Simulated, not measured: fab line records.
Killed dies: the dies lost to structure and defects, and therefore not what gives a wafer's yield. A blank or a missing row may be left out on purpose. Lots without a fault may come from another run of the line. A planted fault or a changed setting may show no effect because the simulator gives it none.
What tool caused it? || flow n5_finfet || 36 wafers from 14 lots sampled at 2 of the route's 1938 steps

## WHAT THE GAUGES SHOWED, per wafer
N5_SDB_THK_MEAS_31. Usual: SDB_THK 64.8 nm, standard deviation 1.3.
{"lot": "L345", "measured": "day 3 19:44", "on": "film_metro-01", "SDB_THK (nm)": "64.1 63.7 62.7", "flag": ""}
{"lot": "L346", "measured": "day 4 05:44", "on": "film_metro-02", "SDB_THK (nm)": "63.5 64.0", "flag": ""}
{"lot": "L347", "measured": "day 4 19:54", "on": "film_metro-02", "SDB_THK (nm)": "63.7 64.4 63.9", "flag": ""}
{"lot": "L349", "measured": "day 5 04:06", "on": "film_metro-02", "SDB_THK (nm)": "66.0 66.8", "flag": ""}
{"lot": "L350", "measured": "day 5 10:09", "on": "film_metro-02", "SDB_THK (nm)": "67.0 65.0", "flag": ""}
{"lot": "L351", "measured": "day 5 12:38", "on": "film_metro-01", "SDB_THK (nm)": "64.0 65.1 65.0", "flag": ""}
{"lot": "L352", "measured": "day 5 20:47", "on": "film_metro-01", "SDB_THK (nm)": "65.8 65.9 66.0", "flag": ""}
{"lot": "L353", "measured": "day 5 22:14", "on": "film_metro-01", "SDB_THK (nm)": "65.0 64.2", "flag": ""}
{"lot": "L354", "measured": "day 6 06:58", "on": "film_metro-02", "SDB_THK (nm)": "66.9 67.6 66.5", "flag": ""}
{"lot": "L357", "measured": "day 6 23:38", "on": "film_metro-02", "SDB_THK (nm)": "65.7 65.0 65.7", "flag": ""}
{"lot": "L358", "measured": "day 7 06:40", "on": "film_metro-01", "SDB_THK (nm)": "66.3 64.7 64.9", "flag": ""}
{"lot": "L359", "measured": "day 7 12:22", "on": "film_metro-01", "SDB_THK (nm)": "61.2 61.3", "flag": ""}
{"lot": "L367", "measured": "day 9 14:08", "on": "film_metro-02", "SDB_THK (nm)": "66.0 65.6 64.5", "flag": ""}
{"lot": "L368", "measured": "day 9 17:58", "on": "film_metro-01", "SDB_THK (nm)": "65.4 63.5", "flag": ""}

N5_HKMG_FIN_CD_MEAS_49: target cd 202 nm. Usual: 202.2 nm for cd_nm, sd 0.71.
{"lot": "L345", "measured": "day 3 21:19", "on": "cd_sem-01", "cd_nm (nm)": "202.2 202.9 202.2", "flag": ""}
{"lot": "L346", "measured": "day 4 07:18", "on": "cd_sem-02", "cd_nm (nm)": "200.8 201.9", "flag": ""}
{"lot": "L347", "measured": "day 4 21:20", "on": "cd_sem-02", "cd_nm (nm)": "203.7 202.4 203.0", "flag": ""}
{"lot": "L349", "measured": "day 5 05:32", "on": "cd_sem-03", "cd_nm (nm)": "202.0 202.6", "flag": ""}
{"lot": "L350", "measured": "day 5 11:46", "on": "cd_sem-03", "cd_nm (nm)": "201.0 203.4", "flag": ""}
{"lot": "L351", "measured": "day 5 14:04", "on": "cd_sem-02", "cd_nm (nm)": "202.9 202.9 202.8", "flag": ""}
{"lot": "L352", "measured": "day 5 22:14", "on": "cd_sem-03", "cd_nm (nm)": "202.6 203.3 202.2", "flag": ""}
{"lot": "L353", "measured": "day 5 23:41", "on": "cd_sem-03", "cd_nm (nm)": "203.0 202.9", "flag": ""}
{"lot": "L354", "measured": "day 6 08:32", "on": "cd_sem-02", "cd_nm (nm)": "201.5 202.5 202.2", "flag": ""}
{"lot": "L357", "measured": "day 7 01:25", "on": "cd_sem-01", "cd_nm (nm)": "201.9 201.6 201.1", "flag": ""}
{"lot": "L358", "measured": "day 7 08:26", "on": "cd_sem-03", "cd_nm (nm)": "202.3 202.6 201.5", "flag": ""}
{"lot": "L359", "measured": "day 7 14:08", "on": "cd_sem-02", "cd_nm (nm)": "201.9 202.8", "flag": ""}
{"lot": "L367", "measured": "day 9 15:42", "on": "cd_sem-01", "cd_nm (nm)": "200.9 203.0 202.7", "flag": ""}
{"lot": "L368", "measured": "day 9 19:50", "on": "cd_sem-01", "cd_nm (nm)": "201.2 203.0", "flag": ""}

## WHAT TOOL EACH LOT RAN ON (gives the tool, then ch and the chambers of the sampled wafers, and finally the start)
The record holds no process step before these readings.

## AS READ BY THE TOOLS THEMSELVES (means over the sampled wafers that have a number; for cases with no such wafer, the mark the record gives instead)
The record holds no such reading with a usual standard deviation.

## THE ANSWER, worked out from the rows above alone
Rule: lot off if the mean of its wafers having a number is beyond 3 standard deviations from the usual mean. A lot without any number at a reading at which 4 lots or more have one is off too. The other lots that the step has rows for count as sound. Order of review: gauges by route order, followed by the tools' own readings, for which a lot's mean as printed above is used. At the first step where some lot is off, the reading lying furthest off is the one used; lots without a number count as furthest.
None of the lots is off at any reading shown; this tells nothing.

## WHAT THE SIMULATOR PUT IN
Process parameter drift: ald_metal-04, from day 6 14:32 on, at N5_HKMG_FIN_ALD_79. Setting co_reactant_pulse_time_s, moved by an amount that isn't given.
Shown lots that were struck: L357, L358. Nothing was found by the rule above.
